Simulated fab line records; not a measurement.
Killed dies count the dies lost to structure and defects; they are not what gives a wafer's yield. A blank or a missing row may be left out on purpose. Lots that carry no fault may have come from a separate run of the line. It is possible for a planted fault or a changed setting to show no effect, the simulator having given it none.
Problem report, 8D (eight disciplines) form, completed by code :: flow n5_finfet :: the parts of the form that need people (team, actions taken, sign-off) are left out

## 1. WHAT IS WRONG
At N5_BEOL_M1_INSPECT_59, raw_defect_count averages 604 over 4 wafers from 4 lots, while fault-free wafers read 61, standard deviation 18. That is +30 standard deviations from the usual mean.
The step: inspects for defects (darkfield).
First seen on wafer L243.1, day 10 16:59, on defect_inspect-02. The record holds 31 wafers of 13 lots with a number at this step. Rule for "out" (also "out of limits"): further than 4 standard deviations from the usual mean. The other wafers with a number count as sound.

## 2. WHAT IT IS; WHAT IT IS NOT
question: which readings at this step
is: raw_defect_count
is not: -

question: which lots
is: L243, L244, L245, L248
is not: L232, L233, L235, L236, L237, L241, L242, L249, L250

question: which wafers of those lots
is: all that have a number
is not: -

question: read on which gauges
is: defect_inspect-01, defect_inspect-02
is not: -

question: when
is: from day 10 16:59
is not: up to then (21 sound wafers); but 6 sound wafers of L249, L250 came after

## 3. SUSPECTS, AND WHAT RULES EACH OUT
Counting: a tool at a process step up to the reading stays a suspect if it ran every lot that is out and no sound lot after the first of them.
- the gauge at N5_BEOL_M1_INSPECT_59 has been ruled out. 2 gauges (defect_inspect-01, defect_inspect-02) read the wafers that are out.
- pecvd-01 at N5_BEOL_M1_PRE_CLEAN_56 (time 15 s): kept. All lots that are out passed through it, beginning with L243 at day 10 16:52, and no sound lot followed; its final sound lot before that point was L241 at day 10 13:33.
Left after counting: pecvd-01 at N5_BEOL_M1_PRE_CLEAN_56.

## 4. THE CAUSE (what the simulator had put in)
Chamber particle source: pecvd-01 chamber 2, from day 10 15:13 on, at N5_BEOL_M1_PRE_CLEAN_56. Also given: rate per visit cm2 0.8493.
Counting left only this tool.

## 5. THE EFFECT CHAIN, in route order
Each row: a reading whose mean over the struck wafers that have a number lies more than 3 standard deviations from the usual. Readings are gone through only where the record gives a usual standard deviation; hours: the median, over the lots, of the time from a lot's start at the first step in this table giving one to that lot's start at this step; sigmas: the change measured in usual standard deviations.
hours: 0
step: N5_BEOL_M1_INSPECT_59
reading: raw_defect_count
usual: 61
on struck wafers: 604
change: +543
sigmas: +30

hours: 1
step: N5_BEOL_M2_INSPECT_13
reading: raw_defect_count
usual: 396
on struck wafers: 982
change: +586
sigmas: +5.9

hours: 3
step: N5_BEOL_M2_INSPECT_30
reading: raw_defect_count
usual: 398
on struck wafers: 952
change: +554
sigmas: +5.8

## 6. HOW IT WOULD HAVE BEEN CAUGHT EARLIER
2 hours passed between the start of the fault at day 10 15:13 and the first reading out of limits at a measuring or inspecting step in this record, taken at day 10 16:59.
Of the tool readings at N5_BEOL_M1_PRE_CLEAN_56 for which the record gives a usual standard deviation, none was out on any struck wafer, so an alarm limit of 4 standard deviations on them would not have fired.
Of the lots that are out (4), L245, L244, L248 began N5_BEOL_M1_PRE_CLEAN_56 on pecvd-01 after day 10 16:59. A hold on the tool at that time would have spared those 3.
